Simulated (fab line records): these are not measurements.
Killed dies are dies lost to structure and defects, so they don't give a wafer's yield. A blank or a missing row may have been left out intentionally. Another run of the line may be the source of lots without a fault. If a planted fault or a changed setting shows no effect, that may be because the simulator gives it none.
fab line records -- flow nand-harc
record lots=12, wafers=35, last-day=25
route steps=1159 shown P_M0@253 A_M1@1058 A_BONDPAD@1073 END@1159
lots with no fault: from the same line, run without faults
start-h: hours from the record's opening day to when the first of the lot's shown wafers began -- wait-h: how many hours have passed since the lot's step before this one -- " the same as in the row above -- L1.1+2: one row covering several wafers at once -- - no value, or no start was given -- * or withheld: withheld -- < > ~ a bound
route shown NAME@n: names a module that has steps shown in the file, with the first one's number in the route -- usual: average and standard deviation across the fault-free wafers -- same: alike in all rows -- chamber/n: place in a boat -- sites: readings site by site -- _std_site: standard deviation of those values -- _edge_site: the outer-site mean with the inner-site mean subtracted -- radius-mm: how far each site lies from the wafer's centre -- mask NAME#n: copy n -- behind: the most recent tool/chamber to have shaped the wafer -- hold: reason for holding the lot/hours on hold/outcome of the hold -- device: the transistor (n, p or np) that didn't switch -- end of line: the tests these same wafers got at the end of their route -- where a step has no rows: the recipe by itself -- killed: dies lost to structure and defects at the first sort, not the wafer's yield -- map: shows each die of a wafer: x if killed, . if not, _ if none is there
set.NAME: the setting as run; set.NAME@STEP: as run at that earlier step -- model.NAME: the simulator's own value behind a step, which no gauge read
a sample of lots followed through the steps of the route, with each step as a table and each wafer as a row
services: the hour from which a tool's chamber was out of use, counted from the record's first day as start-h (under 0 if before that day), plus the number of hours and why
## steps
# step NHARC_P_M0_DEP_00
# recipe target-thk-a=1500, target-thk-nm=150, temp-c=withheld, pressure-torr=5, flow-sccm=200, rf-w=600, material=SiOC
lot.wafer,tool,chamber,start-h,wait-h
L999.3+2+4,pecvd-01,"0,1,0",115.07,0.1
L100.1+3+4,pecvd-02,"1,2,2",130.92,0.1
L102.1+3+5,pecvd-02,"1,2,2",133.53,0.1
L101.3+1+6,pecvd-03,"0,1,2",134.07,0.1
L110.2+3,pecvd-02,"1,0",174.16,0.1
L113.2+6+5,pecvd-03,"1,0,1",212.24,0.1
L116.2+3+4,pecvd-03,"2,0,2",221.23,0.1
L118.2+5+4,pecvd-03,"2,1,2",227.34,0.1
L119.1+3+5,pecvd-01,"2,0,0",236.86,0.1
L120.2+6+4,pecvd-03,"2,2,1",242.91,0.1
L121.1+3+5,pecvd-03,"1,2,0",243.23,0.3
L122.2+3+4,pecvd-03,"1,2,0",247.81,0.1
# step NHARC_A_M1_DEP_33
# recipe target-thk-a=300, temp-c=370, target-thk-nm=30, pressure-torr=3, flow-sccm=200, rf-w=450, material=SiCN
# usual heater-power-w=554/78, susceptor-temp-C=369.98/0.19
lot.wafer,tool,chamber,start-h,wait-h,heater-power-w,susceptor-temp-C
L999.2,pecvd-01,1,409.54,0.1,511,370.32
L999.3,pecvd-01,0,409.54,0.1,545,369.60
L999.4,pecvd-01,1,409.54,0.1,512,369.85
L100.1,pecvd-03,0,413.33,0.1,502,369.59
L100.3,pecvd-03,1,413.33,0.1,670,370.06
L100.4,pecvd-03,1,413.33,0.1,657,370.01
L102.3,pecvd-04,1,413.77,0.1,693,370.04
L102.1,pecvd-04,2,413.77,0.1,443,370.21
L102.5,pecvd-04,1,413.77,0.1,694,369.75
L101.1,pecvd-03,1,416.83,0.1,646,370.26
L101.3,pecvd-03,2,416.83,0.1,533,369.91
L101.6,pecvd-03,1,416.83,0.1,619,369.82
L110.2,pecvd-04,0,472.70,0.1,587,369.84
L113.2,pecvd-04,1,509.91,0.1,693,370.47
L113.5,pecvd-04,2,509.91,0.1,514,370.05
L113.6,pecvd-04,1,509.91,0.1,673,370.29
L116.3,pecvd-04,2,523.47,0.1,480,370.09
L116.2,pecvd-04,0,523.47,0.1,637,369.94
L116.4,pecvd-04,1,523.47,0.1,709,369.98
L119.3,pecvd-03,1,533.38,0.1,573,369.79
L119.1,pecvd-03,0,533.38,0.1,554,369.88
L119.5,pecvd-03,1,533.38,0.1,576,369.86
L120.2,pecvd-03,2,536.54,0.1,454,369.69
L120.6,pecvd-03,2,536.54,0.1,451,369.89
L120.4,pecvd-03,0,536.54,0.1,550,370.08
L121.3,pecvd-03,2,537.12,0.1,505,369.87
L121.1,pecvd-03,0,537.12,0.1,466,369.99
L121.5,pecvd-03,2,537.12,0.1,512,369.83
L118.2,pecvd-03,2,545.82,0.1,502,370.03
L118.4,pecvd-03,2,545.82,0.1,497,370.29
L118.5,pecvd-03,0,545.82,0.1,537,369.87
L122.3,pecvd-04,1,547.21,0.1,662,370.01
L122.2,pecvd-04,2,547.21,0.1,413,370.15
L122.4,pecvd-04,2,547.21,0.1,424,370.06
# step NHARC_A_BONDPAD_OVL_MEAS_35
# usual overlay-x-nm=-2/6, overlay-y-nm=0/4.4
lot.wafer,tool,chamber,start-h,wait-h,overlay-x-nm,overlay-y-nm
L999.2,overlay-01,-,411.41,-,7,-3
L999.3,overlay-01,-,411.41,-,7,-3
L999.4,overlay-01,-,411.41,-,7,-3
L100.1,overlay-02,-,415.22,-,-2,-2
L100.3,overlay-02,-,415.22,-,-2,-2
L100.4,overlay-02,-,415.22,-,-2,-2
L102.1,overlay-01,-,415.59,-,-12,-8
L102.3,overlay-01,-,415.59,-,-12,-8
L102.5,overlay-01,-,415.59,-,-12,-8
L101.1,overlay-02,-,418.73,-,-11,5
L101.3,overlay-02,-,418.73,-,-11,6
L101.6,overlay-02,-,418.73,-,-11,6
L110.2,overlay-01,-,474.57,-,-9,-3
L113.2,overlay-02,-,511.85,-,-2,-3
L113.5,overlay-02,-,511.85,-,-2,-3
L113.6,overlay-02,-,511.85,-,-2,-4
L116.2,overlay-01,-,525.18,-,2,1
L116.3,overlay-01,-,525.18,-,2,1
L116.4,overlay-01,-,525.18,-,2,1
L119.1,overlay-01,-,535.66,-,3,-4
L119.3,overlay-01,-,535.66,-,2,-4
L119.5,overlay-01,-,535.66,-,2,-4
L120.2,overlay-02,-,538.37,-,-1,6
L120.4,overlay-02,-,538.37,-,-2,6
L120.6,overlay-02,-,538.37,-,-2,6
L121.1,overlay-01,-,539.03,-,-4,-6
L121.3,overlay-01,-,539.03,-,-4,-6
L121.5,overlay-01,-,539.03,-,-5,-6
L118.2,overlay-01,-,547.58,-,1,1
L118.4,overlay-01,-,547.58,-,2,2
L118.5,overlay-01,-,547.58,-,2,1
L122.2,overlay-02,-,548.96,-,-7,4
L122.3,overlay-02,-,548.96,-,-6,3
L122.4,overlay-02,-,548.96,-,-6,3
# step NHARC_A_BONDPAD_CMP_19
# recipe t-overpolish-s=30, cu-recess-touch-s=16, target-thk-nm=169.8
# usual motor-current-A=12.0/1.2, overpolish-run-s=29.999/0.0093, retaining-ring-pressure-frac=1.000/0.0048
lot.wafer,tool,chamber,start-h,wait-h,motor-current-A,overpolish-run-s,retaining-ring-pressure-frac
L999.4,cmp-04,2,413.60,-,12.2,30.012,0.997
L999.3,cmp-04,3,413.60,-,14.6,30.012,0.990
L999.2,cmp-04,0,413.60,-,11.6,30.004,1.004
L100.4,cmp-01,1,417.48,-,10.7,30.012,0.999
L100.3,cmp-01,2,417.48,-,11.5,30.008,0.990
L100.1,cmp-01,3,417.48,-,12.6,30.002,1.001
L102.3,cmp-01,1,417.78,-,10.2,29.996,0.996
L102.1,cmp-01,2,417.78,-,11.6,30.008,1.003
L102.5,cmp-01,1,417.78,-,9.9,30.007,1.004
L101.3,cmp-02,0,420.92,-,9.8,29.980,0.996
L101.1,cmp-02,1,420.92,-,11.3,29.997,0.999
L101.6,cmp-02,3,420.92,-,11.7,29.991,0.997
L110.2,cmp-04,3,476.76,-,13.9,29.999,1.004
L113.2,cmp-02,2,514.43,-,12.6,29.993,1.000
L113.6,cmp-02,1,514.43,-,11.1,30.005,0.998
L113.5,cmp-02,2,514.43,-,12.8,30.007,0.999
L116.3,cmp-01,1,527.36,-,10.1,30.004,0.996
L116.2,cmp-01,3,527.36,-,13.2,29.982,0.998
L116.4,cmp-01,0,527.36,-,12.2,29.984,1.001
L119.1,cmp-02,0,537.94,-,9.6,30.008,1.006
L119.3,cmp-02,3,537.94,-,11.4,29.991,1.000
L119.5,cmp-02,0,537.94,-,9.0,30.005,1.004
L120.4,cmp-04,1,540.53,-,12.2,30.010,1.001
L120.2,cmp-04,2,540.53,-,11.6,30.007,1.000
L120.6,cmp-04,2,540.53,-,12.1,29.991,1.004
L121.1,cmp-01,2,541.18,-,11.7,30.008,1.006
L121.3,cmp-01,1,541.18,-,10.3,30.011,0.990
L121.5,cmp-01,3,541.18,-,13.0,29.990,1.013
L118.2,cmp-01,2,549.84,-,11.9,29.997,0.997
L118.4,cmp-01,1,549.84,-,10.0,30.010,1.000
L118.5,cmp-01,3,549.84,-,13.6,29.996,0.994
L122.2,cmp-01,0,551.21,-,13.4,29.999,1.007
L122.4,cmp-01,1,551.21,-,10.7,29.989,1.000
L122.3,cmp-01,2,551.21,-,11.7,30.008,1.004
# step NHARC_END_SORT_01
# recipe temp-c=25
# usual defect-limited-yield=95.4/1.8, killed-at-array=28/11, killed-at-other=0.7/0.88, killed-at-periphery=3.1/2.2, killed-dies=31/12, killed-open=3.3/2, killed-short=2.0/1.6, sort_bin_2_pct=1.5/0.73, sort_bin_3_pct=0.27/0.22, sort_bin_4_pct=2.9/1.1, sort-n-pass=646/12, sort-rim-yield-pct=93/3.9, sort-yield-pct=95.4/1.8
# same gross-dies=677, sort_bin_5_pct[%]=0, sort_bin_6_pct[%]=0, sort_bin_7_pct[%]=0, sort_bin_8_pct[%]=0, sort-rim-n-gross=106.00
lot.wafer,tool,chamber,start-h,wait-h,defect-limited-yield[%],killed-at-array,killed-at-other,killed-at-periphery,killed-dies,killed-open,killed-short,sort_bin_2_pct[%],sort_bin_3_pct[%],sort_bin_4_pct[%],sort-n-pass,sort-rim-yield-pct[%],sort-yield-pct[%]
L110.2,prober-01,0,502.72,2.8,95.6,27,0,3,30,3,3,2.4,0,2.1,647,93,95.6
L110.3,prober-01,0,503.52,3.1,0,25,1,651,677,1,2,96.5,0.15,3.4,0,0,0
# killed by level:class
L110.2 A_SLIT:chamber-film-flake=12 A_WL_FILL:chamber-film-flake=4 A_CHANNEL_HOLE_D1:chamber-film-flake=3 A_STAIRCASE:chamber-film-flake=3 P_STI:geometric-particle:short=1 P_CONTACT:geometric-particle:open=1 A_CHANNEL_FILL_D1:geometric-particle:short=1 A_CHANNEL_FILL_D1:geometric-particle:open=1
L110.3 P_M0:area-dep=647 A_SLIT:chamber-film-flake=9 P_ZERO_WELL:chamber-film-flake=4 A_STAIRCASE:chamber-film-flake=4 A_CHANNEL_HOLE_D1:chamber-film-flake=4 A_CONTACT:chamber-film-flake=4 A_CHANNEL_FILL_D1:geometric-particle:open=1 A_CHANNEL_FILL_D1:geometric-particle:short=1
## services
tool,chamber,start-h,hours,kind
pecvd-03,-,111.74,1.0,repair
pecvd-03,-,112.75,13.0,pm
cmp-01,-,118.03,2.0,repair
cmp-02,-,128.50,4.0,pm
cmp-01,-,151.78,2.0,repair
cmp-01,-,179.50,4.0,pm
pecvd-04,-,195.11,13.0,pm
pecvd-01,2,205.87,15.4,repair
cmp-02,-,226.50,4.0,pm
cmp-01,-,275.56,0.9,repair
cmp-01,-,277.50,4.0,pm
pecvd-03,1,293.23,28.1,repair
pecvd-03,-,294.11,13.0,pm
pecvd-04,2,343.94,6.3,repair
pecvd-04,0,347.41,11.8,repair
cmp-01,-,356.35,1.4,repair
pecvd-04,-,369.54,2.7,repair
cmp-01,-,375.50,4.0,pm
pecvd-04,-,376.11,13.0,pm
cmp-01,-,395.14,1.4,repair
cmp-01,-,440.23,1.1,repair
cmp-01,-,446.35,1.8,repair
cmp-01,-,473.50,4.0,pm
pecvd-03,-,475.11,13.0,pm
## key
first-sign step=NHARC_END_SORT_01, reading=killed-at-periphery, direction=up, sigmas=99+, usual=3.1, struck=651
effect step=NHARC_END_SORT_01, reading=sort_bin_2_pct, direction=up, sigmas=99+, usual=1.5, struck=96.5
more-kills-born-at NHARC_P_M0_DEP_00@pecvd-02=647
met-at NHARC_P_M0_DEP_00
struck-lots L110
struck-wafers L110.3
later-rows-left-out L110.3
not-acting-at NHARC_A_M1_DEP_33,NHARC_A_BONDPAD_OVL_MEAS_35,NHARC_A_BONDPAD_CMP_19
onset-between 133.53 174.16
fault kind=process-parameter-drift, tool=pecvd-02, chamber=-, onset-h=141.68, steps=NHARC_P_M0_DEP_00, channel=target-thk-nm, offset=43.537, shape=step, end-h=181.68, scope=struck-wafers-only, acts-in=these-recipes-only, stated=150
# later-rows-left-out: the simulator's readings of these wafers behind a module that went badly wrong aren't trusted and aren't shown, but for the sort
